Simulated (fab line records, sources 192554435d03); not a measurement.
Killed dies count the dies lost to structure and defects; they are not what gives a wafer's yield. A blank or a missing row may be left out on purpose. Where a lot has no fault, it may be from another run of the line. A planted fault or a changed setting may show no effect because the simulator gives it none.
fab line records | flow n5Finfet
record lots=11 wafers=33 lastDay=18
route steps=1938 shown BEOL_M5@1183 BEOL_M6@1194
lots that met no fault: from a run of the same line without faults
startH: start of the lot's first displayed wafer, in hours after the record's first day | waitH: hours since the lot's step before | " as in the row above | L1.1+2: several wafers, shown together as one row | - no value, or no start given | * or withheld: withheld | < > ~ a bound
route shown NAME@n: NAME is a module with steps in the file, n the number in the route of the first one | usual: mean/standard deviation taken from wafers without a fault | same: alike in all rows | chamber/n: place in a boat | sites: each site's reading | _std_site: the standard deviation of these | _edge_site: mean of outer sites minus mean of inner sites | radiusMm: for every site, how far away it sits from the centre of the wafer | mask NAME#n: copy n | behind: the most recent tool/chamber to have shaped the wafer | hold: reason for holding the lot/hours on hold/outcome of the hold | device: the transistor (n, p or np) that didn't switch | end of line: the route-end tests of the same wafers | a step given without rows: its recipe and nothing more | killed: count of dies lost to structure and defects at first sort (not the wafer's yield) | map: dies across one wafer; x = killed, . = not, _ = none there
set.NAME: the run value of the setting; set.NAME@STEP: its run value at that earlier step | model.NAME: the simulator's own value behind a step, which no gauge read
a sample of lots followed through the steps of the route, with each step as a table and each wafer as a row
services: from which hour (startH, from the record's first day; less than 0 if before it) a tool's chamber was out of use, for how many hours, and why
## steps
# step N5_BEOL_M5_SPUTTER_90
# recipe material=Cu targetThkA=45 tempC=-20 chamberPressurePa=0.07 powerW=withheld timeS=8.29
# usual chuckSensorTempC=-15.7/0.59 throttleValvePct=30.5/0.42
# columns lot.wafer tool chamber startH waitH chuckSensorTempC throttleValvePct
L475.1 pvdSputter-03 - 175.98 0.5 -15.9 29.9
L475.2 " - " " -16.1 30.4
L475.5 " - " " -16.3 30.6
L481.1 pvdSputter-03 - 220.41 0.5 -15.8 29.8
L481.4 " - " " -15.9 30.0
L481.5 " - " " -16.0 30.6
L479.4 pvdSputter-02 - 221.22 0.5 -14.9 31.0
L479.5 " - " " -14.9 30.8
L479.6 " - " " -16.1 30.7
L483.1 pvdSputter-01 - 227.00 0.5 -16.1 30.6
L483.3 " - " " -15.3 30.7
L483.5 " - " " -16.6 30.4
L485.1 pvdSputter-02 - 249.86 0.5 -15.0 31.0
L485.3 " - " " -14.7 31.3
L485.6 " - " " -14.5 30.8
L484.2 pvdSputter-03 - 253.34 0.5 -16.1 30.3
L484.5 " - " " -16.3 30.7
L484.6 " - " " -16.3 30.0
L488.2 pvdSputter-02 - 258.14 0.5 -15.5 30.6
L488.3 " - " " -16.0 30.8
L488.6 " - " " -16.1 30.5
L493.3 pvdSputter-02 - 295.22 0.5 -14.7 31.2
L493.4 " - " " -16.2 30.4
L493.6 " - " " -15.1 30.9
L494.1 pvdSputter-01 - 298.56 0.5 -15.3 29.7
L494.3 " - " " -15.3 30.9
L494.4 " - " " -16.6 30.4
L497.1 pvdSputter-02 - 320.38 0.5 -14.6 31.2
L497.2 " - " " -15.0 30.9
L497.3 " - " " -15.5 30.5
L498.1 pvdSputter-02 - 329.01 0.5 -15.7 30.5
L498.2 " - " " -15.1 30.8
L498.4 " - " " -14.7 31.0
# step N5_BEOL_M5_INSPECT_58
# recipe inspectInstrument=darkfield mode=postDep
# usual rawDefectCount=73/22
# columns lot.wafer tool chamber startH waitH rawDefectCount
L475.1 defectInspect-02 - 177.38 0.0 114
L475.2 " - " " 91
L475.5 " - " " 71
L481.1 defectInspect-02 - 221.49 0.0 94
L481.4 " - " " 65
L481.5 " - " " 102
L479.4 defectInspect-02 - 222.36 0.0 68
L479.5 " - " " 73
L479.6 " - " " 36
L483.1 defectInspect-01 - 228.11 0.0 47
L483.3 " - " " 39
L483.5 " - " " 59
L485.1 defectInspect-01 - 250.99 0.0 102
L485.3 " - " " 76
L485.6 " - " " 80
L484.2 defectInspect-02 - 254.86 0.0 71
L484.5 " - " " 99
L484.6 " - " " 81
L488.2 defectInspect-01 - 259.29 0.0 51
L488.3 " - " " 63
L488.6 " - " " 48
L493.3 defectInspect-02 - 296.51 0.0 94
L493.4 " - " " 43
L493.6 " - " " 46
L494.1 defectInspect-02 - 300.05 0.0 110
L494.3 " - " " 85
L494.4 " - " " 84
L497.1 defectInspect-01 - 321.46 0.0 75
L497.2 " - " " 40
L497.3 " - " " 100
L498.1 defectInspect-02 - 330.10 0.0 78
L498.2 " - " " 42
L498.4 " - " " 74
# step N5_BEOL_M6_ILD_DEP_00
# recipe material=SiCOH_lowk targetThkA=1797.5 tempC=300 precursor=DEMS/porogen pressureTorr=5 rfW=500 timeS=33.4
# usual heaterPowerW=318/48 showerheadPlenumPTorr=5.737/0.013 throttleValvePct=13.9/0.7
# columns lot.wafer tool chamber startH waitH heaterPowerW showerheadPlenumPTorr sinceWetCleanH throttleValvePct
L475.1 pecvd-01 2 177.42 0.0 314 5.740 554 13.6
L475.2 " 0 " " 323 5.745 1063 14.9
L475.5 " 1 " " 292 5.724 - 13.3
L481.1 pecvd-02 1 221.53 0.0 353 5.751 1469 14.4
L481.4 " 1 " " 365 5.735 - 14.1
L481.5 " 0 " " 232 5.730 - 14.2
L479.4 pecvd-01 1 222.42 0.1 260 5.714 - 13.2
L479.5 " 0 " " 357 5.733 - 14.8
L479.6 " 2 " " 301 5.743 - 13.7
L483.1 pecvd-02 0 228.15 0.0 293 5.739 751 13.7
L483.3 " 0 " " 293 5.750 - 13.9
L483.5 " 0 " " 290 5.741 - 14.0
L485.1 pecvd-04 0 251.03 0.0 394 5.731 1317 15.3
L485.3 " 1 " " 257 5.743 2042 13.4
L485.6 " 0 " " 401 5.741 - 15.2
L484.2 pecvd-01 0 254.90 0.0 320 5.736 1140 15.3
L484.5 " 0 " " 324 5.727 - 15.2
L484.6 " 1 " " 278 5.725 - 13.5
L488.2 pecvd-01 0 259.32 0.0 319 5.739 1144 15.1
L488.3 " 1 " " 303 5.712 1869 13.4
L488.6 " 0 " " 327 5.726 - 14.8
L493.3 pecvd-04 2 296.57 0.1 358 5.738 - 13.1
L493.4 " 1 " " 289 5.768 - 13.1
L493.6 " 2 " " 282 5.749 - 13.2
L494.1 pecvd-04 2 300.11 0.1 370 5.762 607 13.1
L494.3 " 2 " " 289 5.751 - 13.0
L494.4 " 1 " " 275 5.742 - 13.4
L497.1 pecvd-02 0 321.50 0.0 293 5.750 844 14.1
L497.2 " 1 " " 342 5.744 1569 14.0
L497.3 " 1 " " 353 5.736 - 14.2
L498.1 pecvd-01 0 330.13 0.0 308 5.741 1215 14.8
L498.2 " 1 " " 267 5.705 1940 13.4
L498.4 " 1 " " 274 5.722 - 13.5
# step N5_BEOL_M6_CURE_74
# recipe tempC=385 timeS=240 ambient=He/Ar material=SiCOH_lowk
# usual lampPowerPct=52.32/0.05 wafer_temp_C_max=387.1/0.63
# columns lot.wafer tool chamber startH waitH lampPowerPct wafer_temp_C_max
L475.1 uvCure-03 0 177.48 0.0 52.39 386.2
L475.2 " 0 " " 52.31 386.9
L475.5 " 0 " " 52.26 387.0
L481.1 uvCure-03 0 221.62 0.1 52.33 386.3
L481.4 " 0 " " 52.29 386.6
L481.5 " 0 " " 52.26 385.9
L479.4 uvCure-03 2 222.70 0.3 52.30 387.8
L479.5 " 2 " " 52.34 387.6
L479.6 " 2 " " 52.41 387.9
L483.1 uvCure-03 1 228.32 0.1 52.28 388.3
L483.3 " 1 " " 52.26 387.0
L483.5 " 1 " " 52.29 387.0
L485.1 uvCure-03 2 251.09 0.0 52.32 387.9
L485.3 " 2 " " 52.27 387.1
L485.6 " 2 " " 52.41 387.4
L484.2 uvCure-02 2 255.04 0.1 52.31 387.7
L484.5 " 2 " " 52.33 386.8
L484.6 " 2 " " 52.33 387.0
L488.2 uvCure-02 1 259.47 0.1 52.18 385.8
L488.3 " 1 " " 52.39 386.7
L488.6 " 1 " " 52.35 386.3
L493.3 uvCure-03 0 296.79 0.2 52.34 386.7
L493.4 " 0 " " 52.32 387.8
L493.6 " 0 " " 52.26 387.0
L494.1 uvCure-02 0 300.20 0.1 52.34 387.0
L494.3 " 0 " " 52.46 387.0
L494.4 " 0 " " 52.40 387.6
L497.1 uvCure-01 2 321.59 0.1 52.34 386.3
L497.2 " 2 " " 52.41 386.7
L497.3 " 2 " " 52.31 386.9
L498.1 uvCure-01 0 330.55 0.4 52.32 387.3
L498.2 " 0 " " 52.32 386.9
L498.4 " 0 " " 52.39 387.1
# step N5_BEOL_M6_THK_MEAS_01
# recipe reads=SiCOH_lowk_of_BEOL_M6_ILD_DEP_00
# usual M6_ILD_THK=155.2/2
# columns lot.wafer tool chamber startH waitH M6_ILD_THK[nm]
L475.1 filmMetro-02 - 177.99 0.4 155.5
L475.2 " - " " 154.8
L475.5 " - " " 156.6
L481.1 filmMetro-02 - 222.13 0.4 152.7
L481.4 " - " " 154.1
L481.5 " - " " 154.2
L479.4 filmMetro-02 - 222.98 0.2 153.9
L479.5 " - " " 156.2
L479.6 " - " " 156.2
L483.1 filmMetro-02 - 228.84 0.4 152.4
L483.3 " - " " 155.9
L483.5 " - " " 154.9
L485.1 filmMetro-01 - 252.08 0.8 156.7
L485.3 " - " " 155.9
L485.6 " - " " 160.2
L484.2 filmMetro-01 - 255.48 0.4 151.2
L484.5 " - " " 123.8
L484.6 " - " " 153.7
L488.2 filmMetro-01 - 259.90 0.4 154.7
L488.3 " - " " 120.7
L488.6 " - " " 156.9
L493.3 filmMetro-01 - 297.15 0.3 154.3
L493.4 " - " " 155.0
L493.6 " - " " 154.2
L494.1 filmMetro-01 - 300.71 0.4 152.9
L494.3 " - " " 154.3
L494.4 " - " " 155.7
L497.1 filmMetro-02 - 322.10 0.4 152.3
L497.2 " - " " 152.8
L497.3 " - " " 152.7
L498.1 filmMetro-01 - 331.06 0.4 157.3
L498.2 " - " " 155.1
L498.4 " - " " 157.2
## services
# columns tool chamber startH hours kind
pecvd-01 2 153.56 4.9 repair
pecvd-02 - 153.91 0.3 repair
pecvd-01 1 155.27 2.1 scheduledDown
uvCure-03 - 160.82 2.2 repair
uvCure-03 - 182.08 5.0 pm
uvCure-03 - 188.87 0.9 repair
pecvd-02 2 202.40 - clean
pecvd-02 2 202.40 - consumableReplace:showerhead
pecvd-02 2 202.40 29.0 scheduledDown
pecvd-02 2 202.40 29.0 ventCycle
uvCure-01 - 222.53 5.0 pm
uvCure-01 - 227.53 7.5 pm
uvCure-03 - 229.12 1.0 pm
uvCure-01 - 236.52 2.1 pm
pecvd-01 2 244.65 5.5 scheduledDown
uvCure-02 - 253.49 1.0 pm
pecvd-01 - 256.49 0.9 repair
pecvd-01 0 266.89 2.1 scheduledDown
uvCure-03 - 279.69 2.1 pm
pecvd-04 0 295.56 5.0 scheduledDown
uvCure-03 - 305.67 0.6 repair
pecvd-02 - 310.09 0.5 repair
pvdSputter-03 - 316.18 2.9 repair
pecvd-02 - 326.05 14.6 pm
## key
firstSign step=N5_BEOL_M6_THK_MEAS_01 reading=M6_ILD_THK direction=down sigmas=16 usual=155.2 struck=122.3
effect none on later readings
metAt N5_BEOL_M6_ILD_DEP_00
struckLots L484,L488
struckWafers L484.5,L488.3
notActingAt N5_BEOL_M5_SPUTTER_90,N5_BEOL_M5_INSPECT_58,N5_BEOL_M6_CURE_74
onsetBetween 222.42 254.90
fault kind=processParameterDrift tool=pecvd-01 chamber=- onsetH=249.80 steps=N5_BEOL_M6_ILD_DEP_00 channel=timeS offset=* shape=step endH=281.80 scope=struckWafersOnly actsIn=* stated=*
